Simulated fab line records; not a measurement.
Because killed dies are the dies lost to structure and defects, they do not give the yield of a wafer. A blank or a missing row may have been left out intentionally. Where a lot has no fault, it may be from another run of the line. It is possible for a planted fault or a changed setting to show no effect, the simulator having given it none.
fab line records + flow n5-finfet
record:
- lots: 6
- wafers: 16
- last-day: 17
route steps=1938 shown BEOL_M5@1117
lots that met no fault: from a run of the same line without faults
start-h: start of the lot's first displayed wafer, in hours after the record's first day + wait-h: how many hours have passed since the lot's step before this one + " unchanged from the row above + L1.1+2: a row that stands for several wafers + - value missing, or start not given + * or withheld: withheld + < > ~ a bound
route shown NAME@n: names a module that has steps shown in the file, with the first one's number in the route + usual: mean/standard deviation of fault-free wafers + same: alike in all rows + chamber/n: place in a boat + sites: readings site by site + _std_site: the values' standard deviation + _edge_site: the outer-site mean with the inner-site mean subtracted + radius-mm: how far each site lies from the wafer's centre + mask NAME#n: copy n + behind: the tool/chamber that last shaped the wafer + hold: cause of the lot's hold/its duration in hours/its outcome + device: the n, p or np transistor that did not switch + end of line: the same wafers' tests at the end of the route + a step with no rows: only its recipe + killed: the dies lost at the first sort to structure and to defects; this is not the yield of the wafer + map: the dies of a wafer, with x for killed, . for not killed, _ for no die there
set.NAME: the setting the step ran with; set.NAME@STEP: the setting that earlier step ran with + model.NAME: the simulator's own value behind a step, which no gauge read
lots at selected steps of the route; one table per step, one row per wafer
services: from which hour (start-h, from the record's first day; less than 0 if before it) a tool's chamber was out of use, for how many hours, and why
== steps ==
step: N5_BEOL_M5_COAT_59
recipe:
- resist: SOC
- temp-c: 250
- time-s: 60
- spin-rpm: 1500
- resist-thk-nm: 60
step: N5_BEOL_M5_COAT_60
recipe:
- resist: SiARC
- temp-c: 220
- time-s: 60
- spin-rpm: 1500
- resist-thk-nm: 12
step: N5_BEOL_M5_COAT_71
recipe:
- resist: underlayer
- temp-c: 205
- time-s: 60
- spin-rpm: 1500
- resist-thk-nm: 5
step: N5_BEOL_M5_COAT_05
recipe:
- resist: CAR-EUV
- spin-rpm: 1500
- resist-thk-nm: 30
step: N5_BEOL_M5_EBR_07
recipe:
- solvent: PGMEA
- ebr-width-mm: 1.5
step: N5_BEOL_M5_SOFTBAKE_06
recipe:
- temp-c: 110
- time-s: 60
- resist: CAR-EUV
step: N5_BEOL_M5_EXPOSE_08
recipe:
- mask-id: M5
- na: 0.33
- source-shape: annular
- sigma-inner: 0.4
- sigma-outer: 0.8
- polarization: unpolarized
- target-cd-nm: 28
- dose-mj: 35.75
step: N5_BEOL_M5_PEB_09
recipe:
- peb-temp-c: 100
- peb-time-s: 60
- resist: CAR-EUV
step: N5_BEOL_M5_DEVELOP_10
recipe:
- develop-time-s: 30
- developer: TMAH
- resist: CAR-EUV
- rinse-liquid: surfactant-rinse
- dry: air-spin
- dev-temp-c: 23
step: N5_BEOL_M5_CD_MEAS_11
recipe:
- target-cd-nm: 27.74
- landing-energy-ev: 500
- detector: se-inlens
usual:
- cd-nm: 27.94/0.25
| lot.wafer | tool      | chamber | start-h | wait-h | cd-nm |
|-----------|-----------|---------|---------|--------|-------|
| L842.2    | cd-sem-01 | 0       | 160.20  | -      | 27.61 |
| L842.4    | "         | 0       | "       | "      | 28.27 |
| L842.6    | "         | 0       | "       | "      | 28.18 |
| L848.3    | cd-sem-03 | 0       | 206.27  | -      | 28.07 |
| L848.5    | "         | 0       | "       | "      | 28.03 |
| L847.3    | cd-sem-01 | 0       | 208.33  | -      | 28.44 |
| L847.6    | "         | 0       | "       | "      | 28.08 |
| L856.1    | cd-sem-01 | 0       | 256.43  | -      | 28.10 |
| L856.2    | "         | 0       | "       | "      | 27.74 |
| L856.6    | "         | 0       | "       | "      | 28.29 |
| L855.1    | cd-sem-01 | 0       | 256.71  | -      | 27.89 |
| L855.5    | "         | 0       | "       | "      | 27.90 |
| L855.6    | "         | 0       | "       | "      | 27.88 |
| L865.3    | cd-sem-03 | 0       | 310.11  | -      | 28.08 |
| L865.5    | "         | 0       | "       | "      | 28.18 |
| L865.6    | "         | 0       | "       | "      | 27.74 |
step: N5_BEOL_M5_OVL_MEAS_12
recipe:
- points-per-wafer: 522
usual:
- M5_OVL: -0.1/0.71
| lot.wafer | tool       | chamber | start-h | wait-h | M5_OVL[nm] |
|-----------|------------|---------|---------|--------|------------|
| L842.2    | overlay-01 | 0       | 160.24  | 0.0    | -1.3       |
| L842.4    | "          | 0       | "       | "      | -0.1       |
| L842.6    | "          | 0       | "       | "      | 0.8        |
| L848.3    | overlay-01 | 0       | 206.31  | 0.0    | 0.7        |
| L848.5    | "          | 0       | "       | "      | -0.3       |
| L847.3    | overlay-01 | 0       | 208.38  | 0.0    | 0.6        |
| L847.6    | "          | 0       | "       | "      | -0.5       |
| L856.1    | overlay-01 | 0       | 256.46  | 0.0    | -0.1       |
| L856.2    | "          | 0       | "       | "      | 0.1        |
| L856.6    | "          | 0       | "       | "      | 0.5        |
| L855.1    | overlay-02 | 0       | 256.75  | 0.0    | 0.5        |
| L855.5    | "          | 0       | "       | "      | 0.7        |
| L855.6    | "          | 0       | "       | "      | -0.8       |
| L865.3    | overlay-02 | 0       | 310.15  | 0.0    | -0.5       |
| L865.5    | "          | 0       | "       | "      | -0.4       |
| L865.6    | "          | 0       | "       | "      | -0.7       |
step: N5_BEOL_M5_INSPECT_13
recipe:
- mode: adi
- inspect-instrument: brightfield
usual:
- raw-defect-count: 412/98
| lot.wafer | tool              | chamber | start-h | wait-h | raw-defect-count |
|-----------|-------------------|---------|---------|--------|------------------|
| L842.2    | defect-inspect-01 | -       | 160.29  | 0.0    | 274              |
| L842.4    | "                 | -       | "       | "      | 485              |
| L842.6    | "                 | -       | "       | "      | 524              |
| L848.3    | defect-inspect-02 | -       | 206.36  | 0.0    | 363              |
| L848.5    | "                 | -       | "       | "      | 453              |
| L847.3    | defect-inspect-02 | -       | 208.43  | 0.0    | 255              |
| L847.6    | "                 | -       | "       | "      | 310              |
| L856.1    | defect-inspect-02 | -       | 256.52  | 0.1    | 323              |
| L856.2    | "                 | -       | "       | "      | 218              |
| L856.6    | "                 | -       | "       | "      | 267              |
| L855.1    | defect-inspect-01 | -       | 256.80  | 0.1    | 322              |
| L855.5    | "                 | -       | "       | "      | 480              |
| L855.6    | "                 | -       | "       | "      | 423              |
| L865.3    | defect-inspect-01 | -       | 310.20  | 0.0    | 564              |
| L865.5    | "                 | -       | "       | "      | 313              |
| L865.6    | "                 | -       | "       | "      | 358              |
step: N5_BEOL_M5_DESCUM_16
recipe:
- chemistry: O2
- time-s: 7
- source-power-w: 50
- bias-power-w: 20
- pressure-mtorr: 20
- rf-frequency-hz: 2.712e+07
- temp-c: 40
- resist: CAR-EUV
- o2-flow-sccm: 225
usual:
- drypump-motor-current-A: 5.8/0.51
- oes-product-au: 0.81/0.083
- rf-vpp-V: 243.7/1.4
- showerhead-plenum-p-Torr: 2.12/0.074
- throttle-valve-pct: 20.43/0.22
| lot.wafer | tool        | chamber | start-h | wait-h | drypump-motor-current-A | oes-product-au | rf-hours-counter-h | rf-vpp-V | showerhead-plenum-p-Torr | throttle-valve-pct | model.CAR-EUV_of_BEOL_M5_COAT_05.thk-nm |
|-----------|-------------|---------|---------|--------|-------------------------|----------------|--------------------|----------|--------------------------|--------------------|-----------------------------------------|
| L842.2    | rie-diel-05 | 2       | 160.33  | 0.0    | 5.4                     | 0.74           | 171                | 243.2    | 2.08                     | 20.73              | 26                                      |
| L842.4    | "           | 1       | "       | "      | 5.8                     | 0.75           | -                  | 244.2    | 2.18                     | 20.60              | 26                                      |
| L842.6    | "           | 3       | "       | "      | 5.7                     | 0.68           | -                  | 241.1    | 1.98                     | 20.68              | 26                                      |
| L848.3    | rie-diel-02 | 0       | 206.39  | 0.0    | 5.1                     | 0.91           | 25                 | 245.9    | 2.22                     | 20.56              | 25.4                                    |
| L848.5    | "           | 1       | "       | "      | 5.5                     | 0.73           | -                  | 244.0    | 2.18                     | 20.54              | 25.4                                    |
| L847.3    | rie-diel-02 | 1       | 208.53  | 0.1    | 5.5                     | 0.73           | 170                | 246.5    | 2.18                     | 20.56              | 25.2                                    |
| L847.6    | "           | 1       | "       | "      | 5.5                     | 0.73           | -                  | 244.6    | 2.18                     | 20.56              | 26                                      |
| L856.1    | rie-diel-06 | 0       | 256.56  | 0.0    | 5.7                     | 0.83           | 64                 | 245.0    | 2.11                     | 20.05              | 26.2                                    |
| L856.2    | "           | 2       | "       | "      | 6.5                     | 0.75           | 173                | 243.4    | 2.08                     | 20.54              | 26.2                                    |
| L856.6    | "           | 3       | "       | "      | 6.5                     | 0.82           | -                  | 241.5    | 2.03                     | 20.48              | 26.2                                    |
| L855.1    | rie-diel-06 | 2       | 256.84  | 0.0    | 6.5                     | 0.76           | 173                | 241.8    | 2.08                     | 20.55              | 26                                      |
| L855.5    | "           | 1       | "       | "      | 5.5                     | 0.72           | -                  | 243.0    | 1.98                     | 20.37              | 26                                      |
| L855.6    | "           | 2       | "       | "      | 6.5                     | 0.76           | -                  | 243.3    | 2.08                     | 20.57              | 26                                      |
| L865.3    | rie-diel-02 | 1       | 310.74  | 0.5    | 5.6                     | 0.71           | 202                | 243.6    | 2.16                     | 20.59              | 26                                      |
| L865.5    | "           | 0       | "       | "      | 5.1                     | 0.85           | -                  | 246.0    | 2.20                     | 20.60              | 26                                      |
| L865.6    | "           | 1       | "       | "      | 5.5                     | 0.71           | -                  | 243.9    | 2.17                     | 20.60              | 26                                      |
step: N5_BEOL_M5_ETCH_72
recipe:
- chemistry: N2/H2
- target: underlayer
- target-depth-a: 65
- mask-material: CAR-EUV
- time-s: 5.2
- ion-energy-ev: 200
- pressure-mtorr: 30
- source-w: 840
- bias-w: 150
- n2-flow-sccm: 200
- h2-flow-sccm: 200
- ends: cleared
usual:
- drypump-motor-current-A: 5.8/0.51
- etch-rf-on-time-s: 5.20/0.093
- oes-product-au: 0.69/0.07
- rf-vpp-V: 524.8/2.8
- showerhead-plenum-p-Torr: 2.58/0.091
- throttle-valve-pct: 17.89/0.27
| lot.wafer | tool        | chamber | start-h | wait-h | drypump-motor-current-A | etch-rf-on-time-s | oes-product-au | rf-hours-counter-h | rf-vpp-V | showerhead-plenum-p-Torr | throttle-valve-pct |
|-----------|-------------|---------|---------|--------|-------------------------|-------------------|----------------|--------------------|----------|--------------------------|--------------------|
| L842.2    | rie-diel-05 | 2       | 160.36  | 0.0    | 5.4                     | 5.21              | 0.64           | 171                | 524.2    | 2.54                     | 18.27              |
| L842.4    | "           | 1       | "       | "      | 5.9                     | 5.28              | 0.64           | -                  | 526.0    | 2.64                     | 18.16              |
| L842.6    | "           | 3       | "       | "      | 5.7                     | 5.27              | 0.59           | -                  | 517.6    | 2.40                     | 18.18              |
| L848.3    | rie-diel-02 | 0       | 206.43  | 0.0    | 5.1                     | 5.12              | 0.77           | 25                 | 527.8    | 2.71                     | 18.04              |
| L848.5    | "           | 1       | "       | "      | 5.6                     | 5.28              | 0.63           | -                  | 526.4    | 2.65                     | 18.08              |
| L847.3    | rie-diel-02 | 1       | 208.56  | 0.0    | 5.6                     | 5.28              | 0.63           | 170                | 526.5    | 2.65                     | 18.12              |
| L847.6    | "           | 1       | "       | "      | 5.6                     | 5.29              | 0.62           | -                  | 526.1    | 2.65                     | 18.09              |
| L856.1    | rie-diel-06 | 0       | 256.59  | 0.0    | 5.7                     | 5.18              | 0.70           | 64                 | 525.3    | 2.59                     | 17.65              |
| L856.2    | "           | 2       | "       | "      | 6.5                     | 5.25              | 0.64           | 173                | 523.0    | 2.52                     | 17.86              |
| L856.6    | "           | 3       | "       | "      | 6.5                     | 5.15              | 0.69           | -                  | 522.3    | 2.47                     | 17.84              |
| L855.1    | rie-diel-06 | 2       | 256.87  | 0.0    | 6.5                     | 5.29              | 0.63           | 174                | 523.6    | 2.52                     | 17.86              |
| L855.5    | "           | 1       | "       | "      | 5.5                     | 5.33              | 0.60           | -                  | 519.6    | 2.42                     | 17.95              |
| L855.6    | "           | 2       | "       | "      | 6.5                     | 5.21              | 0.64           | -                  | 525.5    | 2.52                     | 17.84              |
| L865.3    | rie-diel-02 | 1       | 310.78  | 0.0    | 5.6                     | 5.28              | 0.61           | 202                | 526.7    | 2.63                     | 18.16              |
| L865.5    | "           | 0       | "       | "      | 5.1                     | 5.11              | 0.73           | -                  | 525.6    | 2.70                     | 18.12              |
| L865.6    | "           | 1       | "       | "      | 5.5                     | 5.25              | 0.61           | -                  | 524.5    | 2.63                     | 18.15              |
== services ==
| tool        | chamber | start-h | hours | kind                          |
|-------------|---------|---------|-------|-------------------------------|
| rie-diel-02 | 3       | 143.56  | -     | clean                         |
| rie-diel-02 | 3       | 143.56  | -     | consumable-replace:focus-ring |
| rie-diel-05 | 0       | 159.98  | -     | clean                         |
| rie-diel-05 | 0       | 159.98  | -     | consumable-replace:focus-ring |
| rie-diel-05 | 0       | 159.98  | 15.6  | scheduled-down                |
| rie-diel-05 | 0       | 159.98  | 15.6  | vent-cycle                    |
| rie-diel-05 | 3       | 175.58  | -     | clean                         |
| rie-diel-05 | 3       | 175.58  | -     | consumable-replace:focus-ring |
| rie-diel-05 | 3       | 175.58  | -     | consumable-replace:showerhead |
| rie-diel-05 | 3       | 175.58  | 22.7  | scheduled-down                |
| rie-diel-05 | 3       | 175.58  | 22.7  | vent-cycle                    |
| rie-diel-02 | 2       | 187.47  | 42.2  | repair                        |
| rie-diel-05 | -       | 197.43  | 0.5   | repair                        |
| rie-diel-06 | 2       | 297.63  | 7.9   | repair                        |
| rie-diel-05 | 3       | 298.23  | 8.0   | repair                        |
| rie-diel-06 | -       | 302.99  | 14.6  | pm                            |
== key ==
first-sign none at tools or gauges
model-effect:
- step: N5_BEOL_M5_DESCUM_16
- value: CAR-EUV_of_BEOL_M5_COAT_05.thk-nm
- without: 26.13
- struck: 25.33
met-at N5_BEOL_M5_DESCUM_16
struck-wafers L847.3,L848.3,L848.5
fault:
- kind: process-parameter-drift
- tool: rie-diel-02
- chamber: -
- onset-h: 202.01
- steps: N5_BEOL_M5_DESCUM_16
- channel: time-s
- offset: *
- shape: step
- end-h: 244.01
- scope: struck-wafers-only
- acts-in: *
- stated: *
